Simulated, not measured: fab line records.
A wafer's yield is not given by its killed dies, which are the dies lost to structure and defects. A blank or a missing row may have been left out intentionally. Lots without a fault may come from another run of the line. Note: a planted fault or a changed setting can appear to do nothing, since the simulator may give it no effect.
Which tool did it? | flow nand harc | Sampling: 14 lots, 39 wafers, 5 of 1302 route steps

== WHAT EACH GAUGE READ, for each wafer ==
NHARC_THIN_TSV_THK_MEAS_02: measures by ir. Usual: 3046 nm for thk nm, sd 220.
lot  | measured     | on            | thk nm (nm)    | flag
L843 | day 24 00:49 | film metro-01 | 3254 3129 3241 |
L841 | day 23 23:37 | film metro-01 | 3528 3148 3122 |
L842 | day 24 15:00 | film metro-01 | 3306 3364 3168 |
L844 | day 24 13:48 | film metro-02 | 2902 2778 2961 |
L845 | day 24 23:55 | film metro-02 | 3093 3017 2839 |
L848 | day 27 01:30 | film metro-01 | 3219 3062 3219 |
L853 | day 28 10:13 | film metro-02 | 3162           |
L852 | day 28 15:50 | film metro-01 | 3141           |
L855 | day 29 13:20 | film metro-01 | 3139           |
L856 | day 29 22:04 | film metro-02 | 3067 3000 3215 |
L858 | day 31 04:32 | film metro-01 | 2732 2857 2884 |
L863 | day 32 13:14 | film metro-02 | 3022 3133 3271 |
L862 | day 32 14:27 | film metro-02 | 3216 3066 3070 |
L864 | day 33 05:31 | film metro-01 | 3236 2888 2766 |

NHARC_END_SORT_01. Usual: killed at array 55, standard deviation 19; killed at other 0.8, standard deviation 1.1; killed at periphery 4.0, standard deviation 2.6; killed dies 60, standard deviation 20; killed open 3.4, standard deviation 1.7; killed short 2.6, standard deviation 1.5.
lot  | measured     | on        | killed at array | killed at other | killed at periphery | killed dies | killed open | killed short | flag
L853 | day 29 03:23 | prober-01 | 39 567          | 2 2             | 0 3                 | 41 572      | 3 2         | 3 3          | OFF
L852 | day 29 12:04 | prober-02 | 45 564          | 4 3             | 5 2                 | 54 569      | 3 0         | 4 1          | OFF
L855 | day 30 05:06 | prober-02 | 554 44          | 0 0             | 7 6                 | 561 50      | 4 5         | 3 0          | OFF

== WHAT TOOL EACH LOT RAN ON (gives the tool, then ch and the chambers of the sampled wafers, and finally the start) ==
lot  | NHARC_A_CONTACT_DEP_29          | NHARC_THIN_TSV_STRIP_45              | NHARC_THIN_TSV_PRE_CLEAN_54
L843 | pecvd-03 ch 0,1,2, day 21 19:29 | plasma asher-02 ch 0,1, day 24 02:55 | pvd sputter-02, day 24 06:44
L841 | pecvd-02 ch 0,1, day 21 19:37   | plasma asher-02 ch 0,1, day 24 01:37 | pvd sputter-02, day 24 05:25
L842 | pecvd-03 ch 1,2, day 22 05:45   | plasma asher-02 ch 0,1, day 24 17:09 | pvd sputter-03, day 24 21:28
L844 | pecvd-01 ch 0,1,2, day 22 10:01 | plasma asher-02 ch 0,1, day 24 16:02 | pvd sputter-03, day 24 19:46
L845 | pecvd-01 ch 0,1, day 22 19:55   | plasma asher-01 ch 0,1, day 25 02:03 | pvd sputter-01, day 25 05:47
L848 | pecvd-01 ch 0,1,2, day 24 19:43 | plasma asher-02 ch 0,1, day 27 03:33 | pvd sputter-03, day 27 07:16
L853 | pecvd-03 ch 0, day 26 00:41     | plasma asher-02 ch 0, day 28 12:18   | pvd sputter-03, day 28 16:22
L852 | pecvd-03 ch 0,1, day 26 08:49   | plasma asher-01 ch 1, day 28 18:09   | pvd sputter-01, day 28 21:51
L855 | pecvd-03 ch 0,2, day 27 08:33   | plasma asher-01 ch 0, day 29 15:23   | pvd sputter-02, day 29 19:07
L856 | pecvd-01 ch 1,2, day 27 14:05   | plasma asher-01 ch 0,1, day 30 00:12 | pvd sputter-02, day 30 03:56
L858 | pecvd-02 ch 0,1,2, day 28 17:26 | plasma asher-01 ch 0,1, day 31 06:44 | pvd sputter-02, day 31 10:27
L863 | pecvd-01 ch 1,2, day 30 03:31   | plasma asher-02 ch 0,1, day 32 15:20 | pvd sputter-02, day 32 19:14
L862 | pecvd-03 ch 0,1, day 30 06:20   | plasma asher-02 ch 0,1, day 32 16:35 | pvd sputter-03, day 32 20:24
L864 | pecvd-02 ch 0,2, day 30 20:47   | plasma asher-01 ch 0,1, day 33 07:35 | pvd sputter-03, day 33 11:23
- NHARC_A_CONTACT_DEP_29: deposits SiON, target thk 100 nm.
- NHARC_THIN_TSV_STRIP_45: strips in O2.
- NHARC_THIN_TSV_PRE_CLEAN_54: time 30 s.

== WHAT THE TOOLS THEMSELVES READ (means of the sampled wafers that have a number; where no wafer has one, the mark that the record gives instead) ==
NHARC_A_CONTACT_DEP_29. Usual: heater power outer w 492 W, standard deviation 93; heater power w 777 W, standard deviation 130.
lot  | tool     | heater power outer w (W) | heater power w (W) | flag
L843 | pecvd-03 | 538                      | 799                |
L841 | pecvd-02 | 408                      | 746                |
L842 | pecvd-03 | 450                      | 681                |
L844 | pecvd-01 | 460                      | 709                |
L845 | pecvd-01 | 506                      | 778                |
L848 | pecvd-01 | 431                      | 683                |
L853 | pecvd-03 | 600                      | 929                |
L852 | pecvd-03 | 561                      | 848                |
L855 | pecvd-03 | 598                      | 886                |
L856 | pecvd-01 | 381                      | 615                |
L858 | pecvd-02 | 507                      | 867                |
L863 | pecvd-01 | 445                      | 679                |
L862 | pecvd-03 | 505                      | 765                |
L864 | pecvd-02 | 491                      | 832                |

NHARC_THIN_TSV_STRIP_45. Usual: drypump motor current A 5.4 A, standard deviation 0.31; heater power w 331 W, standard deviation 32.
lot  | tool            | drypump motor current A (A) | heater power w (W) | flag
L843 | plasma asher-02 | 5.5                         | 317                |
L841 | plasma asher-02 | 5.5                         | 316                |
L842 | plasma asher-02 | 5.5                         | 317                |
L844 | plasma asher-02 | 5.5                         | 308                |
L845 | plasma asher-01 | 5.5                         | 358                |
L848 | plasma asher-02 | 5.5                         | 306                |
L853 | plasma asher-02 | 5.5                         | 319                |
L852 | plasma asher-01 | 4.9                         | 333                |
L855 | plasma asher-01 | 5.8                         | 377                |
L856 | plasma asher-01 | 5.5                         | 363                |
L858 | plasma asher-01 | 5.2                         | 342                |
L863 | plasma asher-02 | 5.5                         | 310                |
L862 | plasma asher-02 | 5.5                         | 305                |
L864 | plasma asher-01 | 5.5                         | 369                |

NHARC_THIN_TSV_PRE_CLEAN_54. Usual: 419 W for heater power w, sd 47.
lot  | tool           | heater power w (W) | flag
L843 | pvd sputter-02 | 440                |
L841 | pvd sputter-02 | 435                |
L842 | pvd sputter-03 | 418                |
L844 | pvd sputter-03 | 417                |
L845 | pvd sputter-01 | 418                |
L848 | pvd sputter-03 | 411                |
L853 | pvd sputter-03 | 359                |
L852 | pvd sputter-01 | 377                |
L855 | pvd sputter-02 | 507                |
L856 | pvd sputter-02 | 440                |
L858 | pvd sputter-02 | 470                |
L863 | pvd sputter-02 | 455                |
L862 | pvd sputter-03 | 408                |
L864 | pvd sputter-03 | 393                |

== THE ANSWER, worked out from the rows above alone ==
Rule: take the mean of a lot's wafers that have a number; if it is more than 3 standard deviations from the usual mean, the lot is off. A lot without any number at a reading at which 4 lots or more have one is off too. The other lots that the step has rows for count as sound. After the gauges, taken in route order, come the tools' own readings; for these a lot's mean is taken, as printed above. The first step at which some lot is off is used, and at that step the reading that is off furthest; a lot without a number counts as furthest.
Off at NHARC_END_SORT_01 (killed at array): L853, L852, L855. Neither off nor sound, because the step has no rows for them: L843, L841, L842, L844, L845, L848, L856, L858, L863, L862, L864.
A tool fits if, at a process step before that reading, it ran every lot that is off, and no sound lot after the first of them. The gauges at NHARC_END_SORT_01 are tried like those tools. One fits: NHARC_A_CONTACT_DEP_29 on pecvd-03. It ran no sound lot before its first lot that is off in this sample, so the start can't be narrowed down.

== WHAT THE SIMULATOR PUT IN ==
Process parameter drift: pecvd-03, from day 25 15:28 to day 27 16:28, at NHARC_A_CONTACT_DEP_29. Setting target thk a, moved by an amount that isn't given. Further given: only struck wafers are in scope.
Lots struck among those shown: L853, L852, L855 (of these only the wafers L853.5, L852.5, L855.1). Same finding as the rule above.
